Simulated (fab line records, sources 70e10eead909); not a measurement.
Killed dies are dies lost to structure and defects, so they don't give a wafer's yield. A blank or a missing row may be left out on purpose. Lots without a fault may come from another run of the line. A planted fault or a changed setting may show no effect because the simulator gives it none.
Which tool did it? | flow nand_harc | 12 lots, 36 wafers sampled, at 5 steps of a route of 1302

WHAT THE GAUGES READ, wafer by wafer
NHARC_END_SORT_01. Usual: killed_at_array 47, standard deviation 18; killed_at_other 0.9, standard deviation 1.1; killed_at_periphery 4, standard deviation 3.1; killed_dies 52, standard deviation 18; killed_open 3.1, standard deviation 1.5; killed_short 2.4, standard deviation 1.5.
lot  | measured     | on        | killed_at_array | killed_at_other | killed_at_periphery | killed_dies | killed_open | killed_short | flag
L411 | day 30 18:03 | prober-01 | 676 673 675     | 0 2 1           | 1 2 1               | 677 677 677 | 4 1 3       | 3 2 2        | OFF
L412 | day 31 01:01 | prober-02 | 677 674 675     | 0 2 0           | 0 1 2               | 677 677 677 | 2 3 2       | 2 1 3        | OFF
L414 | day 32 06:06 | prober-01 | 674 675 675     | 2 0 0           | 1 2 2               | 677 677 677 | 0 3 5       | 2 4 1        | OFF

WHICH TOOL RAN EACH LOT (tool, then ch and the chambers of the sampled wafers, then the start)
lot  | NHARC_A_WL_FILL_STRIP_27             | NHARC_A_WL_FILL_ETCHBACK_16                   | NHARC_A_WL_FILL_STRIP_29           | NHARC_A_WL_FILL_ETCHBACK_26
L395 | plasma_asher-02 ch 0,1, day 20 21:14 | rie_diel-08 ch 0,2, day 21 07:11 or earlier   | rie_diel-08 ch 1,3, day 21 07:11   | rie_si-05 ch 0,3, day 21 12:30
L396 | plasma_asher-01 ch 0,1, day 20 21:23 | rie_diel-07 ch 0,2, day 21 08:18 or earlier   | rie_diel-07 ch 0,1,3, day 21 08:18 | rie_si-04 ch 0,1, day 21 12:31
L397 | plasma_asher-01 ch 0,1, day 21 21:16 | rie_diel-08 ch 0,2,3, day 22 07:34 or earlier | rie_diel-08 ch 0,1,2, day 22 07:34 | rie_si-03 ch 1,2,3, day 22 12:55
L399 | plasma_asher-02 ch 0,1, day 22 08:18 | rie_diel-11 ch 0,1,3, day 22 20:49 or earlier | rie_diel-11 ch 1,2, day 22 20:49   | rie_si-04 ch 0,3, day 23 02:04
L402 | plasma_asher-02 ch 0,1, day 22 22:42 | rie_diel-08 ch 0,2,3, day 23 08:56 or earlier | rie_diel-08 ch 0,1,2, day 23 08:56 | rie_si-03 ch 0,2,3, day 23 14:08
L401 | plasma_asher-02 ch 0,1, day 23 01:56 | rie_diel-08 ch 0,1,2, day 23 13:40 or earlier | rie_diel-08 ch 0,1, day 23 13:40   | rie_si-04 ch 2,3, day 23 18:59
L403 | plasma_asher-02 ch 0,1, day 23 09:36 | rie_diel-07 ch 0,1,3, day 23 21:19 or earlier | rie_diel-07 ch 0,3, day 23 21:19   | rie_si-04 ch 0,2,3, day 24 02:31
L406 | plasma_asher-02 ch 0,1, day 25 09:48 | rie_diel-07 ch 0,2, day 25 19:26 or earlier   | rie_diel-07 ch 0,1,3, day 25 19:26 | rie_si-04 ch 0,1,3, day 26 01:43
L411 | plasma_asher-01 ch 0,1, day 26 16:37 | rie_diel-08 ch 0,3, day 27 05:21 or earlier   | rie_diel-08 ch 0,3, day 27 05:21   | rie_si-04 ch 0,2,3, day 27 10:34
L412 | plasma_asher-02 ch 0,1, day 26 17:51 | rie_diel-11 ch 0,1,3, day 27 05:19 or earlier | rie_diel-11 ch 2,3, day 27 05:19   | rie_si-03 ch 0,2,3, day 27 10:37
L414 | plasma_asher-02 ch 0,1, day 28 08:57 | rie_diel-11 ch 0,1,3, day 28 20:24 or earlier | rie_diel-11 ch 1,2, day 28 20:24   | rie_si-05 ch 1,2, day 29 01:43
L418 | plasma_asher-02 ch 0,1, day 29 13:52 | rie_diel-07 ch 1,3, day 30 00:56 or earlier   | rie_diel-07 ch 0,1, day 30 00:56   | rie_si-03 ch 0,1,3, day 30 06:13
- NHARC_A_WL_FILL_STRIP_27: strips in N2/H2, time 20 s.
- NHARC_A_WL_FILL_ETCHBACK_16: etches the open film in C4F8/O2/Ar, target depth 120 nm, time 24 s.
- NHARC_A_WL_FILL_STRIP_29: strips in O2, time 20 s.
- NHARC_A_WL_FILL_ETCHBACK_26: etches the open film in HBr, target depth 52 nm, time 13.3 s.

WHAT THE TOOLS THEMSELVES READ (means of the sampled wafers that have a number; where no wafer has one, the mark that the record gives instead)
NHARC_A_WL_FILL_STRIP_27. Usual: drypump_motor_current_A 5.66 A, standard deviation 0.17; heater_power_w 313 W, standard deviation 30.
lot  | tool            | drypump_motor_current_A (A) | heater_power_w (W) | flag
L395 | plasma_asher-02 | 5.81                        | 331                |
L396 | plasma_asher-01 | 5.60                        | 312                |
L397 | plasma_asher-01 | 5.60                        | 318                |
L399 | plasma_asher-02 | 5.79                        | 327                |
L402 | plasma_asher-02 | 5.66                        | 310                |
L401 | plasma_asher-02 | 5.76                        | 326                |
L403 | plasma_asher-02 | 5.79                        | 327                |
L406 | plasma_asher-02 | 5.79                        | 329                |
L411 | plasma_asher-01 | 5.63                        | 302                |
L412 | plasma_asher-02 | 5.63                        | 303                |
L414 | plasma_asher-02 | 5.63                        | 302                |
L418 | plasma_asher-02 | 5.80                        | 324                |

NHARC_A_WL_FILL_ETCHBACK_16. Usual: bias_w 800.1 W, standard deviation 2.4; chamber_pressure_mTorr 24.998 mTorr, standard deviation 0.022; oes_product_au 0.98 a.u., standard deviation 0.031; rf_vpp_V 724 V, standard deviation 4.5.
lot  | tool        | bias_w (W) | chamber_pressure_mTorr (mTorr) | oes_product_au (a.u.) | rf_vpp_V (V) | flag
L395 | rie_diel-08 | 799.2      | 25.005                         | 1.00                  | 723          |
L396 | rie_diel-07 | 801.8      | 24.993                         | 1.00                  | 725          |
L397 | rie_diel-08 | 798.8      | 24.994                         | 0.98                  | 724          |
L399 | rie_diel-11 | 801.4      | 24.989                         | 0.96                  | 727          |
L402 | rie_diel-08 | 800.5      | 24.970                         | 1.00                  | 724          |
L401 | rie_diel-08 | 801.1      | 24.993                         | 0.99                  | 722          |
L403 | rie_diel-07 | 800.0      | 25.016                         | 1.00                  | 725          |
L406 | rie_diel-07 | 803.3      | 24.992                         | 1.00                  | 722          |
L411 | rie_diel-08 | 799.3      | 25.001                         | 0.92                  | 727          |
L412 | rie_diel-11 | 799.4      | 24.984                         | 1.00                  | 728          |
L414 | rie_diel-11 | 798.2      | 24.992                         | 0.93                  | 727          |
L418 | rie_diel-07 | 799.6      | 25.012                         | 1.02                  | 727          |

NHARC_A_WL_FILL_STRIP_29. Usual: drypump_motor_current_A 5.82 A, standard deviation 0.29; mfc_ar_sccm 0.005 sccm, standard deviation 0.0064; oes_product_au 0.999 a.u., standard deviation 0.011; rf_vpp_V 57.8 V, standard deviation 0.88; showerhead_plenum_p_Torr 3.56 Torr, standard deviation 0.15; throttle_valve_pct 17.037 %, standard deviation 0.0095.
lot  | tool        | drypump_motor_current_A (A) | mfc_ar_sccm (sccm) | oes_product_au (a.u.) | rf_vpp_V (V) | showerhead_plenum_p_Torr (Torr) | throttle_valve_pct (%) | flag
L395 | rie_diel-08 | 5.69                        | 0.006              | 0.996                 | 57.9         | 3.59                            | 17.035                 |
L396 | rie_diel-07 | 6.04                        | 0.006              | 1.005                 | 57.0         | 3.62                            | 17.035                 |
L397 | rie_diel-08 | 5.62                        | 0.000              | 0.996                 | 57.4         | 3.48                            | 17.030                 |
L399 | rie_diel-11 | 5.94                        | 0.003              | 0.993                 | 57.9         | 3.37                            | 17.035                 |
L402 | rie_diel-08 | 5.61                        | 0.000              | 0.987                 | 57.5         | 3.48                            | 17.034                 |
L401 | rie_diel-08 | 5.45                        | 0.000              | 0.988                 | 57.2         | 3.47                            | 17.037                 |
L403 | rie_diel-07 | 6.13                        | 0.010              | 1.000                 | 57.4         | 3.70                            | 17.047                 |
L406 | rie_diel-07 | 6.03                        | 0.006              | 0.996                 | 56.9         | 3.62                            | 17.036                 |
L411 | rie_diel-08 | 5.75                        | 0.006              | 1.004                 | 58.1         | 3.63                            | 17.036                 |
L412 | rie_diel-11 | 6.04                        | 0.010              | 1.018                 | 58.5         | 3.45                            | 17.034                 |
L414 | rie_diel-11 | 5.93                        | 0.003              | 0.999                 | 56.9         | 3.37                            | 17.040                 |
L418 | rie_diel-07 | 6.17                        | 0.009              | 1.007                 | 57.6         | 3.58                            | 17.043                 |

NHARC_A_WL_FILL_ETCHBACK_26. Usual: bias_w 60.00 W, standard deviation 0.2; chamber_pressure_mTorr 14.999 mTorr, standard deviation 0.014; drypump_motor_current_A 5.6 A, standard deviation 0.38; oes_product_au 1.006 a.u., standard deviation 0.011; throttle_valve_pct 23.267 %, standard deviation 0.0094.
lot  | tool      | bias_w (W) | chamber_pressure_mTorr (mTorr) | drypump_motor_current_A (A) | oes_product_au (a.u.) | throttle_valve_pct (%) | flag
L395 | rie_si-05 | 60.05      | 14.990                         | 5.3                         | 1.006                 | 23.268                 |
L396 | rie_si-04 | 60.04      | 14.982                         | 6.0                         | 1.005                 | 23.271                 |
L397 | rie_si-03 | 59.88      | 15.012                         | 5.4                         | 1.001                 | 23.271                 |
L399 | rie_si-04 | 59.96      | 14.993                         | 6.1                         | 1.009                 | 23.263                 |
L402 | rie_si-03 | 60.09      | 15.009                         | 5.6                         | 1.007                 | 23.275                 |
L401 | rie_si-04 | 59.78      | 14.992                         | 5.5                         | 1.020                 | 23.265                 |
L403 | rie_si-04 | 59.86      | 15.010                         | 5.7                         | 1.003                 | 23.257                 |
L406 | rie_si-04 | 60.10      | 14.982                         | 5.8                         | 1.005                 | 23.265                 |
L411 | rie_si-04 | -          | -                              | -                           | -                     | -                      | OFF
L412 | rie_si-03 | -          | -                              | -                           | -                     | -                      | OFF
L414 | rie_si-05 | -          | -                              | -                           | -                     | -                      | OFF
L418 | rie_si-03 | 59.88      | 15.008                         | 5.3                         | 1.012                 | 23.260                 |

THE ANSWER, worked out from the rows above alone
Rule: a lot is off if the mean of its wafers that have a number lies more than 3 standard deviations from the usual mean. A lot without any number at a reading at which 4 lots or more have one is off too. The other lots that the step has rows for count as sound. The gauges are gone through in route order, then the tools' own readings, and for those a lot's mean is taken as printed above. The first step at which some lot is off is used, and at that step the reading that is off furthest; a lot without a number counts as furthest.
Off: L411, L412, L414, at NHARC_END_SORT_01 (killed_at_array). Neither off nor sound, because the step has no rows for them: L395, L396, L397, L399, L402, L401, L403, L406, L418.
A tool fits if, at a process step before that reading, it ran every lot that is off, and no sound lot after the first of them. The gauges at NHARC_END_SORT_01 aren't tried: what is off there is off at NHARC_A_WL_FILL_ETCHBACK_26 too, on other tools, and a gauge's error can't cause that. NHARC_A_WL_FILL_ETCHBACK_16 gives no start for some lots, so the hours and the order of its lots are those of NHARC_A_WL_FILL_STRIP_29. None of those tried fits.

WHAT THE SIMULATOR HAD PUT IN
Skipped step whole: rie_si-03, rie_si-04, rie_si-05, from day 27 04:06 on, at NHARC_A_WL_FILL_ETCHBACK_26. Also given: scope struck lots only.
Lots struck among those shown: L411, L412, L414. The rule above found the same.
